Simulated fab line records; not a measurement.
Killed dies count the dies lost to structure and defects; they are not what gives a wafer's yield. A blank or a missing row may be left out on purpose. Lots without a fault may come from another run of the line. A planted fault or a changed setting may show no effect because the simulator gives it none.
fab line records ; flow nand-harc
record lots=11; wafers=33; last-day=33
route steps=1302 shown P_M0@260 END@1302
lots with no fault: from the same line, run without faults
start-h: hours from the record's opening day to when the first of the lot's shown wafers began ; wait-h: time in hours since the lot's previous step ; " same as the row above ; L1.1+2: a row that stands for several wafers ; - no value, or no start was given ; * or withheld: withheld ; < > ~ a bound
route shown NAME@n: a module of which the file shows steps, and the number in the route of the first ; usual: average and standard deviation across the fault-free wafers ; same: alike in all rows ; chamber/n: place in a boat ; sites: the reading at each site ; _std_site: the standard deviation of these ; _edge_site: mean of outer sites minus mean of inner sites ; radius-mm: how far each site lies from the wafer's centre ; mask NAME#n: copy n ; behind: the last tool/chamber to shape the wafer ; hold: why the lot was held/for how many hours/how that ended ; device: the transistor (n, p or np) that didn't switch ; end of line: the same wafers' tests at the end of the route ; a step with no rows: only its recipe ; killed: not the wafer's yield, but the dies lost to structure and defects at the first sort ; map: dies across one wafer; x = killed, . = not, _ = none there
set.NAME: the setting as run; set.NAME@STEP: as run at that earlier step ; model.NAME: the simulator's own value behind a step, which no gauge read
the route's steps for a sample of lots (tables are steps, rows are wafers)
services: a tool's chamber out of use, with start hour (start-h, from the record's first day; less than 0 if before it), hours out, and reason
## steps
# step NHARC_P_M0_EXPOSE_06
# recipe na=1.35; target-cd-nm=90; dose-mj=81.28; mask-id=P_M0
lot.wafer;tool;chamber;start-h;wait-h;mask
L804.1+3+5;arfi-scanner-03;0;132.34;-;P_M0#0
L805.2+4+5;arfi-scanner-03;0;136.36;-;P_M0#0
L806.2+3+6;arfi-scanner-02;0;150.62;-;P_M0#0
L807.1+2+3;arfi-scanner-01;0;159.94;-;P_M0#0
L811.2+3+5;arfi-scanner-02;0;200.17;-;P_M0#0
L816.3+5+6;arfi-scanner-03;0;266.05;-;P_M0#0
L818.2+3+5;arfi-scanner-01;0;267.38;-;P_M0#0
L820.2+4+5;arfi-scanner-03;0;290.02;-;P_M0#0
L821.2+5+6;arfi-scanner-01;0;305.90;-;P_M0#0
L823.2+4+5;arfi-scanner-01;0;321.01;-;P_M0#0
L826.3+5+6;arfi-scanner-01;0;352.10;-;P_M0#0
# step NHARC_P_M0_CD_MEAS_09
# recipe target-cd-nm=90; landing-energy-ev=500
# usual cd-nm=89.8/0.68
lot.wafer;tool;chamber;start-h;wait-h;cd-nm
L804.1;cd-sem-01;0;132.48;-;90.2
L804.3;cd-sem-01;0;132.48;-;89.6
L804.5;cd-sem-01;0;132.48;-;89.2
L805.2;cd-sem-03;0;136.50;-;89.2
L805.4;cd-sem-03;0;136.50;-;89.3
L805.5;cd-sem-03;0;136.50;-;89.4
L806.2;cd-sem-01;0;150.76;-;88.1
L806.3;cd-sem-01;0;150.76;-;91.1
L806.6;cd-sem-01;0;150.76;-;89.2
L807.1;cd-sem-01;0;160.08;-;90.0
L807.2;cd-sem-01;0;160.08;-;91.0
L807.3;cd-sem-01;0;160.08;-;90.4
L811.2;cd-sem-03;0;200.31;-;-
L811.3;cd-sem-03;0;200.31;-;-
L811.5;cd-sem-03;0;200.31;-;-
L816.3;cd-sem-02;0;266.18;-;89.3
L816.5;cd-sem-02;0;266.18;-;89.2
L816.6;cd-sem-02;0;266.18;-;89.3
L818.2;cd-sem-02;0;267.52;-;90.7
L818.3;cd-sem-02;0;267.52;-;90.7
L818.5;cd-sem-02;0;267.52;-;90.4
L820.2;cd-sem-03;0;290.16;-;91.0
L820.4;cd-sem-03;0;290.16;-;91.7
L820.5;cd-sem-03;0;290.16;-;90.3
L821.2;cd-sem-03;0;306.03;-;90.3
L821.5;cd-sem-03;0;306.03;-;90.6
L821.6;cd-sem-03;0;306.03;-;90.3
L823.2;cd-sem-02;0;321.15;-;90.6
L823.4;cd-sem-02;0;321.15;-;89.9
L823.5;cd-sem-02;0;321.15;-;89.6
L826.3;cd-sem-01;0;352.23;-;89.6
L826.5;cd-sem-01;0;352.23;-;89.2
L826.6;cd-sem-01;0;352.23;-;88.7
# step NHARC_P_M0_CD_MEAS_16
# usual cd-nm=89.6/0.93
lot.wafer;tool;chamber;start-h;wait-h;cd-nm
L804.1;cd-sem-01;-;132.97;-;90.0
L804.3;cd-sem-01;-;132.97;-;90.0
L804.5;cd-sem-01;-;132.97;-;89.0
L805.2;cd-sem-02;-;136.98;-;88.8
L805.4;cd-sem-02;-;136.98;-;89.0
L805.5;cd-sem-02;-;136.98;-;88.5
L806.2;cd-sem-01;-;151.24;-;88.2
L806.3;cd-sem-01;-;151.24;-;90.1
L806.6;cd-sem-01;-;151.24;-;88.9
L807.1;cd-sem-03;-;160.63;-;90.7
L807.2;cd-sem-03;-;160.63;-;91.0
L807.3;cd-sem-03;-;160.63;-;90.5
L811.2;cd-sem-03;-;200.79;-;-
L811.3;cd-sem-03;-;200.79;-;-
L811.5;cd-sem-03;-;200.79;-;-
L816.3;cd-sem-03;-;266.67;-;89.5
L816.5;cd-sem-03;-;266.67;-;89.4
L816.6;cd-sem-03;-;266.67;-;88.7
L818.2;cd-sem-02;-;268.00;-;90.6
L818.3;cd-sem-02;-;268.00;-;90.1
L818.5;cd-sem-02;-;268.00;-;91.3
L820.2;cd-sem-01;-;290.65;-;90.4
L820.4;cd-sem-01;-;290.65;-;92.0
L820.5;cd-sem-01;-;290.65;-;90.8
L821.2;cd-sem-02;-;306.52;-;90.6
L821.5;cd-sem-02;-;306.52;-;90.2
L821.6;cd-sem-02;-;306.52;-;89.2
L823.2;cd-sem-03;-;321.67;-;90.1
L823.4;cd-sem-03;-;321.67;-;90.2
L823.5;cd-sem-03;-;321.67;-;90.3
L826.3;cd-sem-03;-;352.80;-;88.8
L826.5;cd-sem-03;-;352.80;-;88.4
L826.6;cd-sem-03;-;352.80;-;88.3
# step NHARC_P_M0_DEGAS_28
# recipe temp-c=250; time-s=60
# usual heater-power-w=321/23; susceptor-temp-C=250.00/0.16
lot.wafer;tool;chamber;start-h;wait-h;heater-power-w;susceptor-temp-C
L804.3;pvd-sputter-03;-;133.64;-;315;249.81
L804.1;pvd-sputter-03;-;133.64;-;326;249.71
L804.5;pvd-sputter-03;-;133.64;-;315;249.80
L805.2;pvd-sputter-01;-;137.61;-;309;249.78
L805.4;pvd-sputter-01;-;137.61;-;312;249.97
L805.5;pvd-sputter-01;-;137.61;-;312;250.01
L806.2;pvd-sputter-02;-;151.90;-;357;250.09
L806.3;pvd-sputter-02;-;151.90;-;332;250.02
L806.6;pvd-sputter-02;-;151.90;-;299;249.96
L807.2;pvd-sputter-01;-;161.27;-;325;249.98
L807.3;pvd-sputter-01;-;161.27;-;322;250.15
L807.1;pvd-sputter-01;-;161.27;-;318;249.93
L811.3;pvd-sputter-03;-;201.46;-;337;249.98
L811.2;pvd-sputter-03;-;201.46;-;305;249.95
L811.5;pvd-sputter-03;-;201.46;-;283;249.93
L816.3;pvd-sputter-02;-;267.31;-;295;250.09
L816.5;pvd-sputter-02;-;267.31;-;376;250.33
L816.6;pvd-sputter-02;-;267.31;-;330;249.97
L818.2;pvd-sputter-01;-;268.62;-;336;250.18
L818.3;pvd-sputter-01;-;268.62;-;316;249.95
L818.5;pvd-sputter-01;-;268.62;-;343;250.11
L820.2;pvd-sputter-01;-;291.28;-;298;249.77
L820.4;pvd-sputter-01;-;291.28;-;298;250.03
L820.5;pvd-sputter-01;-;291.28;-;339;249.84
L821.2;pvd-sputter-01;-;307.15;-;340;249.93
L821.5;pvd-sputter-01;-;307.15;-;302;250.20
L821.6;pvd-sputter-01;-;307.15;-;298;250.05
L823.2;pvd-sputter-02;-;322.30;-;308;249.78
L823.4;pvd-sputter-02;-;322.30;-;337;250.14
L823.5;pvd-sputter-02;-;322.30;-;312;250.20
L826.3;pvd-sputter-02;-;353.41;-;351;250.37
L826.6;pvd-sputter-02;-;353.41;-;337;250.30
L826.5;pvd-sputter-02;-;353.41;-;345;249.90
# step NHARC_P_M0_PRE_CLEAN_29
# recipe time-s=30; temp-c=280; gas=H2/He
# usual heater-power-w=394/29; susceptor-temp-C=280.00/0.18
lot.wafer;tool;chamber;start-h;wait-h;heater-power-w;susceptor-temp-C
L804.3;pvd-sputter-03;-;-;-;397;280.13
L804.1;pvd-sputter-03;-;-;-;378;279.88
L804.5;pvd-sputter-03;-;-;-;395;279.92
L805.2;pvd-sputter-01;-;-;-;379;279.69
L805.4;pvd-sputter-01;-;-;-;372;279.97
L805.5;pvd-sputter-01;-;-;-;397;279.82
L806.3;pvd-sputter-02;-;-;-;459;280.21
L806.2;pvd-sputter-02;-;-;-;382;280.13
L806.6;pvd-sputter-02;-;-;-;466;280.00
L807.2;pvd-sputter-01;-;-;-;376;279.98
L807.3;pvd-sputter-01;-;-;-;382;279.89
L807.1;pvd-sputter-01;-;-;-;397;280.11
L811.3;pvd-sputter-03;-;-;-;374;279.91
L811.2;pvd-sputter-03;-;-;-;359;279.99
L811.5;pvd-sputter-03;-;-;-;349;280.15
L816.3;pvd-sputter-02;-;-;-;365;280.11
L816.5;pvd-sputter-02;-;-;-;450;279.91
L816.6;pvd-sputter-02;-;-;-;419;279.94
L818.3;pvd-sputter-01;-;-;-;370;280.04
L818.2;pvd-sputter-01;-;-;-;407;280.13
L818.5;pvd-sputter-01;-;-;-;357;279.94
L820.4;pvd-sputter-01;-;-;-;411;279.73
L820.2;pvd-sputter-01;-;-;-;415;280.16
L820.5;pvd-sputter-01;-;-;-;377;280.28
L821.2;pvd-sputter-01;-;-;-;399;279.97
L821.5;pvd-sputter-01;-;-;-;420;279.81
L821.6;pvd-sputter-01;-;-;-;402;280.31
L823.2;pvd-sputter-02;-;-;-;418;280.13
L823.4;pvd-sputter-02;-;-;-;362;280.03
L823.5;pvd-sputter-02;-;-;-;422;279.58
L826.3;pvd-sputter-02;-;-;-;418;-
L826.6;pvd-sputter-02;-;-;-;416;-
L826.5;pvd-sputter-02;-;-;-;386;-
# step NHARC_P_M0_ANNEAL_30
# recipe temp-c=225; time-s=90
# usual wafer_temp_C_max=226.18/0.29
lot.wafer;tool;chamber;start-h;wait-h;wafer_temp_C_max
L804.1;rtp-anneal-01;0;134.37;-;226.83
L804.3;rtp-anneal-01;0;134.37;-;226.82
L804.5;rtp-anneal-01;0;134.37;-;226.19
L805.2;rtp-anneal-01;0;138.39;-;226.15
L805.4;rtp-anneal-01;0;138.39;-;226.10
L805.5;rtp-anneal-01;0;138.39;-;227.04
L806.2;rtp-anneal-02;0;152.69;0.3;226.04
L806.3;rtp-anneal-02;0;152.69;0.3;226.11
L806.6;rtp-anneal-02;0;152.69;0.3;226.55
L807.1;rtp-anneal-02;0;162.00;0.3;226.17
L807.2;rtp-anneal-02;0;162.00;0.3;226.06
L807.3;rtp-anneal-02;0;162.00;0.3;226.60
L811.2;rtp-anneal-02;0;202.25;-;225.98
L811.3;rtp-anneal-02;0;202.25;-;225.80
L811.5;rtp-anneal-02;0;202.25;-;226.35
L816.3;rtp-anneal-01;0;268.12;-;225.94
L816.5;rtp-anneal-01;0;268.12;-;226.68
L816.6;rtp-anneal-01;0;268.12;-;226.66
L818.2;rtp-anneal-01;0;269.41;0.4;226.61
L818.3;rtp-anneal-01;0;269.41;0.4;226.01
L818.5;rtp-anneal-01;0;269.41;0.4;226.09
L820.2;rtp-anneal-01;0;292.05;0.3;226.50
L820.4;rtp-anneal-01;0;292.05;0.3;226.46
L820.5;rtp-anneal-01;0;292.05;0.3;225.94
L821.2;rtp-anneal-02;0;307.95;-;225.86
L821.5;rtp-anneal-02;0;307.95;-;226.17
L821.6;rtp-anneal-02;0;307.95;-;226.02
L823.2;rtp-anneal-01;0;323.10;-;226.25
L823.4;rtp-anneal-01;0;323.10;-;226.47
L823.5;rtp-anneal-01;0;323.10;-;226.09
L826.3;rtp-anneal-01;0;354.25;0.3;226.06
L826.5;rtp-anneal-01;0;354.25;0.3;226.19
L826.6;rtp-anneal-01;0;354.25;0.3;226.43
# step NHARC_END_SORT_01
# recipe temp-c=25
# usual defect-limited-yield=91.4/2.7; killed-at-array=53/19; killed-at-other=0.7/1.1; killed-at-periphery=4.2/2.7; killed-dies=58/18; killed-open=3.1/1.9; killed-short=2.5/1.6; sort_bin_2_pct=3.0/1.2; sort_bin_3_pct=0.7/0.41; sort_bin_4_pct=4.9/1.5; sort-n-pass=619/18; sort-rim-yield-pct=90/4.1; sort-yield-pct=91.4/2.7
# same gross-dies=677; sort_bin_5_pct[%]=0; sort_bin_6_pct[%]=0; sort_bin_7_pct[%]=0; sort_bin_8_pct[%]=0; sort-rim-n-gross=106.00
lot.wafer;tool;chamber;start-h;wait-h;defect-limited-yield[%];killed-at-array;killed-at-other;killed-at-periphery;killed-dies;killed-open;killed-short;sort_bin_2_pct[%];sort_bin_3_pct[%];sort_bin_4_pct[%];sort-n-pass;sort-rim-yield-pct[%];sort-yield-pct[%]
L818.2;prober-01;0;692.10;2.8;90.4;60;2;3;65;3;5;3.7;0.9;5.0;612;90;90.4
L818.3;prober-01;0;692.90;3.1;88.2;76;0;4;80;3;4;4.1;0.9;6.8;597;91;88.2
L818.5;prober-01;0;694.48;3.7;89.5;64;0;7;71;3;4;4.7;0.3;5.5;606;88;89.5
L816.3;prober-01;0;700.95;3.1;91.4;51;0;7;58;7;1;3.0;0.3;5.3;619;95;91.4
L816.5;prober-01;0;702.56;3.7;92.6;49;0;1;50;0;3;1.9;0.7;4.7;627;85;92.6
L816.6;prober-01;0;703.36;4.0;92.9;45;0;3;48;4;1;3.0;0.4;3.7;629;92;92.9
L820.2;prober-02;0;709.09;2.8;91.7;49;0;7;56;2;2;1.9;0.7;5.6;621;89;91.7
L820.4;prober-02;0;710.70;3.4;91.6;52;1;4;57;3;2;3.2;0.3;4.9;620;85;91.6
L820.5;prober-02;0;711.50;3.7;89.8;62;0;7;69;3;2;3.8;0.4;5.9;608;90;89.8
L823.2;prober-02;0;771.99;2.8;94.4;30;1;7;38;1;1;2.1;0.1;3.4;639;94;94.4
L823.4;prober-02;0;773.59;3.4;94.2;34;2;3;39;3;2;1.8;0;4.0;638;94;94.2
L823.5;prober-02;0;774.38;3.7;93.9;31;1;9;41;5;2;1.8;0;4.3;636;92;93.9
# killed by level:class
L818.2 A_SLIT:chamber-film-flake=25 A_CHANNEL_HOLE_D1:chamber-film-flake=23 A_CONTACT:chamber-film-flake=5 A_WL_FILL:geometric-particle:short=2 P_STI:chamber-film-flake=2 A_CHANNEL_FILL_D2:geometric-particle:short=1 A_SGD_CUT:geometric-particle:open=1 A_SGD_CUT:geometric-particle:short=1
L818.3 A_CHANNEL_HOLE_D1:chamber-film-flake=30 A_SLIT:chamber-film-flake=28 A_CONTACT:chamber-film-flake=5 A_STAIRCASE:chamber-film-flake=4 A_DECK1_JOINT:chamber-film-flake=3 A_ONON_D1:geometric-particle:short=2 P_STI:geometric-particle:short=1 P_M0:geometric-particle:open=1
L818.5 A_SLIT:chamber-film-flake=33 A_CHANNEL_HOLE_D1:chamber-film-flake=20 A_CONTACT:chamber-film-flake=3 A_ONON_D2:geometric-particle:short=2 A_DECK1_JOINT:chamber-film-flake=2 P_GATE:geometric-particle:open=1 P_CONTACT:geometric-particle:open=1 P_M0:geometric-particle:open=1
L816.3 A_CHANNEL_HOLE_D2:chamber-film-flake=25 A_CHANNEL_HOLE_D1:chamber-film-flake=10 A_SLIT:chamber-film-flake=6 P_M0:geometric-particle:open=2 P_STI:chamber-film-flake=2 A_M0:geometric-particle:open=2 A_CONTACT:chamber-film-flake=2 A_M0:chamber-film-flake=2
L816.5 A_CHANNEL_HOLE_D2:chamber-film-flake=25 A_CHANNEL_HOLE_D1:chamber-film-flake=12 A_SLIT:chamber-film-flake=3 A_ONON_D1:geometric-particle:short=2 A_CONTACT:chamber-film-flake=2 A_DECK1_JOINT:geometric-particle:short=1 P_STI:chamber-film-flake=1 A_DECK1_JOINT:chamber-film-flake=1
L816.6 A_CHANNEL_HOLE_D2:chamber-film-flake=22 A_CHANNEL_HOLE_D1:chamber-film-flake=8 A_M0:chamber-film-flake=3 A_CHANNEL_FILL_D2:geometric-particle:open=2 P_STI:chamber-film-flake=2 A_STAIRCASE:chamber-film-flake=2 A_SLIT:chamber-film-flake=2 A_WL_FILL:chamber-film-flake=2
L820.2 A_CHANNEL_HOLE_D1:chamber-film-flake=22 A_CHANNEL_HOLE_D2:chamber-film-flake=22 P_CONTACT:chamber-film-flake=3 A_ONON_D2:geometric-particle:open=2 P_M1:chamber-film-flake=2 P_CONTACT:geometric-particle:short=1 A_ONON_D1:geometric-particle:short=1 P_GATE:chamber-film-flake=1
L820.4 A_CHANNEL_HOLE_D1:chamber-film-flake=23 A_CHANNEL_HOLE_D2:chamber-film-flake=18 A_CONTACT:chamber-film-flake=3 P_GATE:chamber-film-flake=2 A_M0:chamber-film-flake=2 A_ONON_D1:geometric-particle:short=1 A_CHANNEL_FILL_D1:geometric-particle:open=1 A_WL_FILL:geometric-particle:open=1
L820.5 A_CHANNEL_HOLE_D1:chamber-film-flake=26 A_CHANNEL_HOLE_D2:chamber-film-flake=22 P_CONTACT:chamber-film-flake=3 A_SLIT:chamber-film-flake=3 A_CONTACT:chamber-film-flake=3 P_M0:geometric-particle:open=1 A_CHANNEL_HOLE_D1:geometric-particle:open=1 A_ONON_D2:geometric-particle:open=1
L823.2 A_CHANNEL_HOLE_D1:chamber-film-flake=15 P_BONDPAD:chamber-film-flake=5 A_CONTACT:chamber-film-flake=5 A_SLIT:chamber-film-flake=4 A_CHANNEL_FILL_D2:chamber-film-flake=2 P_M2:geometric-particle:short=1 A_STAIRCASE:geometric-particle:open=1 P_STI:chamber-film-flake=1
L823.4 A_CHANNEL_HOLE_D1:chamber-film-flake=15 A_SLIT:chamber-film-flake=5 A_CONTACT:chamber-film-flake=5 A_CHANNEL_FILL_D2:chamber-film-flake=2 A_STAIRCASE:chamber-film-flake=2 P_STI:geometric-particle:open=1 A_DECK1_JOINT:geometric-particle:short=1 A_DECK1_JOINT:geometric-particle:open=1
L823.5 A_CHANNEL_HOLE_D1:chamber-film-flake=10 P_BONDPAD:chamber-film-flake=6 A_CONTACT:chamber-film-flake=5 A_CHANNEL_FILL_D2:chamber-film-flake=4 A_SLIT:chamber-film-flake=3 A_SOURCE_PLATE:geometric-particle:open=1 A_CHANNEL_FILL_D2:geometric-particle:short=1 A_SGD_CUT:geometric-particle:short=1
## services
tool;chamber;start-h;hours;kind
arfi-scanner-01;-;113.62;4.0;pm
arfi-scanner-01;-;124.78;0.4;repair
arfi-scanner-02;-;140.00;4.0;pm
pvd-sputter-02;-;154.95;3.2;repair
arfi-scanner-01;-;158.27;0.8;repair
arfi-scanner-02;-;162.64;0.6;repair
pvd-sputter-03;-;170.00;10.0;pm
arfi-scanner-03;-;196.00;4.0;pm
pvd-sputter-03;-;203.14;1.0;repair
arfi-scanner-02;-;218.34;13.0;repair
arfi-scanner-01;-;223.12;1.7;repair
pvd-sputter-01;-;226.00;10.0;pm
arfi-scanner-03;-;233.95;0.7;repair
arfi-scanner-03;-;252.53;1.7;repair
arfi-scanner-01;-;252.98;0.3;repair
pvd-sputter-02;-;263.14;1.9;repair
pvd-sputter-02;-;282.04;10.0;pm
arfi-scanner-01;-;285.62;4.0;pm
arfi-scanner-02;-;288.53;1.4;repair
pvd-sputter-01;-;295.80;4.4;repair
arfi-scanner-01;-;309.23;0.5;repair
arfi-scanner-01;-;319.92;0.4;repair
arfi-scanner-01;-;346.64;0.5;repair
pvd-sputter-03;-;348.00;10.0;pm
## key
first-sign step=NHARC_P_M0_CD_MEAS_09; reading=cd-nm; direction=missing
effect step=NHARC_P_M0_CD_MEAS_16; reading=cd-nm; direction=missing
met-at NHARC_P_M0_EXPOSE_06
struck-lots L811
not-acting-at NHARC_P_M0_DEGAS_28,NHARC_P_M0_PRE_CLEAN_29,NHARC_P_M0_ANNEAL_30
onset-between 150.62 200.17
fault kind=process-parameter-drift; tool=arfi-scanner-02; chamber=-; onset-h=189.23; steps=NHARC_P_M0_EXPOSE_06; channel=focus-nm; offset=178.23; spread-by-wafer=0.3; shape=step
